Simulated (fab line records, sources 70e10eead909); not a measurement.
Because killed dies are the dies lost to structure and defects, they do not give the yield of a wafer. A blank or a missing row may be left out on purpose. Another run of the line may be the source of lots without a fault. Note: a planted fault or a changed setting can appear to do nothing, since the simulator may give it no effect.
Which tool is to blame? | flow nand-harc | 15 lots with 45 wafers sampled at 5 steps, on a route of 1302 steps

WHAT THE GAUGES READ, wafer by wafer
Not one reading of a measure or inspect step in the record can be checked against a usual standard deviation.

EACH LOT AND THE TOOL THAT RAN IT (in order: tool; ch and the chambers of the sampled wafers; start)
lot  | NHARC_A_CONTACT_ALD_18              | NHARC_A_CONTACT_CVD_19                   | NHARC_A_BLC_DEGAS_30         | NHARC_A_BLC_CVD_24            | NHARC_A_BLC_CMP_25
L736 | ald-metal-04 ch 0,1,3, day 22 14:44 | cvd-w-02 ch 0,1, day 22 18:29 or earlier | pvd-sputter-02, day 22 18:29 | cvd-w-01 ch 0, day 22 19:00   | cmp-03 ch 0,2,3, day 22 19:31
L737 | ald-metal-04 ch 1,3, day 23 00:28   | cvd-w-01 ch 0,1, day 23 04:10 or earlier | pvd-sputter-02, day 23 04:10 | cvd-w-01 ch 0,1, day 23 04:36 | cmp-04 ch 1,2,3, day 23 05:08
L739 | ald-metal-02 ch 0,2,3, day 23 07:44 | cvd-w-02 ch 0,1, day 23 11:57 or earlier | pvd-sputter-03, day 23 11:57 | cvd-w-01 ch 0,1, day 23 12:24 | cmp-04 ch 0,3, day 23 12:59
L738 | ald-metal-02 ch 0,1, day 23 17:11   | cvd-w-01 ch 0,1, day 23 20:59 or earlier | pvd-sputter-02, day 23 20:59 | cvd-w-02 ch 0,1, day 23 21:25 | cmp-04 ch 2,3, day 23 21:58
L740 | ald-metal-02 ch 2,3, day 25 02:56   | cvd-w-02 ch 0,1, day 25 06:43 or earlier | pvd-sputter-03, day 25 06:43 | cvd-w-02 ch 0,1, day 25 07:17 | cmp-03 ch 0,2,3, day 25 08:27
L747 | ald-metal-01 ch 0,1, day 26 09:36   | cvd-w-02 ch 0,1, day 26 13:13 or earlier | pvd-sputter-02, day 26 13:13 | cvd-w-02 ch 0,1, day 26 13:44 | cmp-01 ch 1,3, day 26 14:58
L748 | ald-metal-02 ch 1,2,3, day 27 22:43 | cvd-w-01 ch 0,1, day 28 02:28 or earlier | pvd-sputter-03, day 28 02:28 | cvd-w-02 ch 0,1, day 28 02:56 | cmp-01 ch 0,1,2, day 28 04:14
L751 | ald-metal-02 ch 1,2,3, day 28 15:29 | cvd-w-02 ch 0,1, day 28 19:13 or earlier | pvd-sputter-03, day 28 19:13 | cvd-w-02 ch 0,1, day 28 19:41 | cmp-03 ch 1,3, day 28 20:13
L752 | ald-metal-04 ch 2,3, day 28 20:46   | cvd-w-02 ch 0, day 29 00:31 or earlier   | pvd-sputter-01, day 29 00:31 | cvd-w-01 ch 0, day 29 00:57   | cmp-04 ch 0,3, day 29 01:29
L755 | ald-metal-04 ch 1,2,3, day 30 06:58 | cvd-w-02 ch 0,1, day 30 10:45 or earlier | pvd-sputter-02, day 30 10:45 | cvd-w-02 ch 0,1, day 30 11:11 | cmp-01 ch 2,3, day 30 11:43
L754 | ald-metal-02 ch 1,2, day 30 09:21   | cvd-w-02 ch 0,1, day 30 09:50            | pvd-sputter-02, day 30 13:00 | cvd-w-01 ch 0,1, day 30 13:35 | cmp-01 ch 2,3, day 30 13:58
L756 | ald-metal-04 ch 0,1,2, day 30 21:52 | cvd-w-01 ch 1, day 31 02:24 or earlier   | pvd-sputter-01, day 31 02:24 | cvd-w-01 ch 0,1, day 31 02:50 | cmp-01 ch 0,1,2, day 31 03:22
L757 | ald-metal-02 ch 1,2,3, day 30 23:47 | cvd-w-02 ch 0,1, day 31 03:35 or earlier | pvd-sputter-03, day 31 03:35 | cvd-w-02 ch 0,1, day 31 04:01 | cmp-04 ch 1,2,3, day 31 04:34
L758 | ald-metal-01 ch 0,1,3, day 31 19:52 | cvd-w-02 ch 0,1, day 31 23:35 or earlier | pvd-sputter-01, day 31 23:35 | cvd-w-01 ch 0,1, day 32 00:01 | cmp-04 ch 0,2, day 32 00:33
L759 | ald-metal-04 ch 1,2, day 32 15:04   | cvd-w-01 ch 0,1, day 32 18:59 or earlier | pvd-sputter-03, day 32 18:59 | cvd-w-01 ch 1, day 32 19:31   | cmp-01 ch 0,3, day 32 19:58
- NHARC_A_CONTACT_ALD_18: deposits TiN, target thk 3 nm, pulse time 1 s, ald cycles 150.
- NHARC_A_CONTACT_CVD_19: deposits W, target thk 300 nm, time 802 s.
- NHARC_A_BLC_DEGAS_30: time 60 s.
- NHARC_A_BLC_CVD_24: deposits W, target thk 150 nm, time 434 s.
- NHARC_A_BLC_CMP_25: polishes, t overpolish 30 s, target thk 150 nm.

AS READ BY THE TOOLS THEMSELVES (means over the sampled wafers that have a number; for cases with no such wafer, the mark the record gives instead)
NHARC_A_CONTACT_ALD_18. Usual: heater-power-w 1008 W, standard deviation 89; precursor-pulse-height-rel 1.001, standard deviation 0.021.
lot  | tool         | heater-power-w (W) | precursor-pulse-height-rel | flag
L736 | ald-metal-04 | 949                | 0.992                      |
L737 | ald-metal-04 | 1026               | 0.996                      |
L739 | ald-metal-02 | 968                | 1.000                      |
L738 | ald-metal-02 | 1094               | 1.012                      |
L740 | ald-metal-02 | 958                | 1.003                      |
L747 | ald-metal-01 | 948                | 1.004                      |
L748 | ald-metal-02 | 1031               | 1.010                      |
L751 | ald-metal-02 | 1047               | 1.000                      |
L752 | ald-metal-04 | 1040               | 0.999                      |
L755 | ald-metal-04 | 1027               | 0.994                      |
L754 | ald-metal-02 | 1055               | 1.010                      |
L756 | ald-metal-04 | 973                | 0.985                      |
L757 | ald-metal-02 | 1037               | 1.020                      |
L758 | ald-metal-01 | 1006               | 1.001                      |
L759 | ald-metal-04 | 1039               | 1.008                      |

NHARC_A_CONTACT_CVD_19. Usual: heater-power-w 541 W, standard deviation 31; throttle-valve-pct 8.1 %, standard deviation 0.35.
lot  | tool     | heater-power-w (W) | throttle-valve-pct (%) | flag
L736 | cvd-w-02 | 542                | 8.3                    |
L737 | cvd-w-01 | 514                | 8.0                    |
L739 | cvd-w-02 | 539                | 8.2                    |
L738 | cvd-w-01 | 537                | 8.0                    |
L740 | cvd-w-02 | 535                | 8.4                    |
L747 | cvd-w-02 | 538                | 8.3                    |
L748 | cvd-w-01 | 507                | 7.8                    |
L751 | cvd-w-02 | 546                | 8.2                    |
L752 | cvd-w-02 | 555                | 8.3                    |
L755 | cvd-w-02 | 552                | 8.2                    |
L754 | cvd-w-02 | 550                | 8.1                    |
L756 | cvd-w-01 | 600                | 8.2                    |
L757 | cvd-w-02 | 552                | 8.0                    |
L758 | cvd-w-02 | 546                | 8.2                    |
L759 | cvd-w-01 | 531                | 7.9                    |

NHARC_A_BLC_DEGAS_30. Usual: heater-power-w at 511 W, with a standard deviation of 35.
lot  | tool           | heater-power-w (W) | flag
L736 | pvd-sputter-02 | 507                |
L737 | pvd-sputter-02 | 499                |
L739 | pvd-sputter-03 | 511                |
L738 | pvd-sputter-02 | 510                |
L740 | pvd-sputter-03 | 519                |
L747 | pvd-sputter-02 | 512                |
L748 | pvd-sputter-03 | 520                |
L751 | pvd-sputter-03 | 504                |
L752 | pvd-sputter-01 | 492                |
L755 | pvd-sputter-02 | 535                |
L754 | pvd-sputter-02 | 537                |
L756 | pvd-sputter-01 | 504                |
L757 | pvd-sputter-03 | 504                |
L758 | pvd-sputter-01 | 543                |
L759 | pvd-sputter-03 | 499                |

NHARC_A_BLC_CVD_24. Usual: heater-power-w 535 W, standard deviation 40; throttle-valve-pct 8.0 %, standard deviation 0.36.
lot  | tool     | heater-power-w (W) | throttle-valve-pct (%) | flag
L736 | cvd-w-01 | 478                | 7.5                    |
L737 | cvd-w-01 | 545                | 7.9                    |
L739 | cvd-w-01 | 539                | 8.0                    |
L738 | cvd-w-02 | 538                | 8.4                    |
L740 | cvd-w-02 | 538                | 8.4                    |
L747 | cvd-w-02 | 533                | 8.4                    |
L748 | cvd-w-02 | 547                | 8.1                    |
L751 | cvd-w-02 | 551                | 8.2                    |
L752 | cvd-w-01 | 475                | 7.5                    |
L755 | cvd-w-02 | 545                | 8.2                    |
L754 | cvd-w-01 | 516                | 7.9                    |
L756 | cvd-w-01 | 505                | 7.8                    |
L757 | cvd-w-02 | 550                | 8.2                    |
L758 | cvd-w-01 | 517                | 7.6                    |
L759 | cvd-w-01 | 554                | 7.9                    |

NHARC_A_BLC_CMP_25. Usual: motor-current-A 12.0 A, standard deviation 1.4; overpolish-run-s 30.000 s, standard deviation 0.0091; time-to-endpoint-s 29.5 s, standard deviation 2.4.
lot  | tool   | motor-current-A (A) | overpolish-run-s (s) | time-to-endpoint-s (s) | flag
L736 | cmp-03 | 11.0                | 29.998               | 32.6                   |
L737 | cmp-04 | 11.4                | 29.997               | 27.3                   |
L739 | cmp-04 | 11.6                | 29.995               | 27.4                   |
L738 | cmp-04 | 11.7                | 29.985               | 27.5                   |
L740 | cmp-03 | 11.5                | 29.995               | 55.2                   | OFF
L747 | cmp-01 | 13.6                | 30.003               | 56.4                   | OFF
L748 | cmp-01 | 12.3                | 30.005               | 62.1                   | OFF
L751 | cmp-03 | 11.4                | 29.997               | 32.6                   |
L752 | cmp-04 | 11.7                | 29.997               | 30.9                   |
L755 | cmp-01 | 14.5                | 29.996               | 27.1                   |
L754 | cmp-01 | 14.8                | 30.001               | 27.8                   |
L756 | cmp-01 | 12.2                | 29.996               | 30.8                   |
L757 | cmp-04 | 11.7                | 29.999               | 30.4                   |
L758 | cmp-04 | 12.2                | 29.997               | 30.3                   |
L759 | cmp-01 | 13.4                | 29.998               | 28.3                   |

THE ANSWER, worked out from the rows above alone
Rule: take the mean of a lot's wafers that have a number; if it is more than 3 standard deviations from the usual mean, the lot is off. A lot without any number at a reading at which 4 lots or more have one is off too. Where the step has rows for the other lots, those lots are counted as sound. The gauges are gone through in route order, then the tools' own readings, and for those a lot's mean is taken as printed above. At the first step where some lot is off, the reading lying furthest off is the one used; lots without a number count as furthest.
Off: L740, L747, L748, at NHARC_A_BLC_CMP_25 (time-to-endpoint-s).
If a tool, at that step or one of the process steps before it, ran each lot that is off and ran no sound lot following the first of them, it fits. NHARC_A_CONTACT_CVD_19 gives no start for some lots, so the hours and the order of its lots are those of NHARC_A_BLC_DEGAS_30. None of those tried fits.

WHAT THE SIMULATOR HAD INSERTED
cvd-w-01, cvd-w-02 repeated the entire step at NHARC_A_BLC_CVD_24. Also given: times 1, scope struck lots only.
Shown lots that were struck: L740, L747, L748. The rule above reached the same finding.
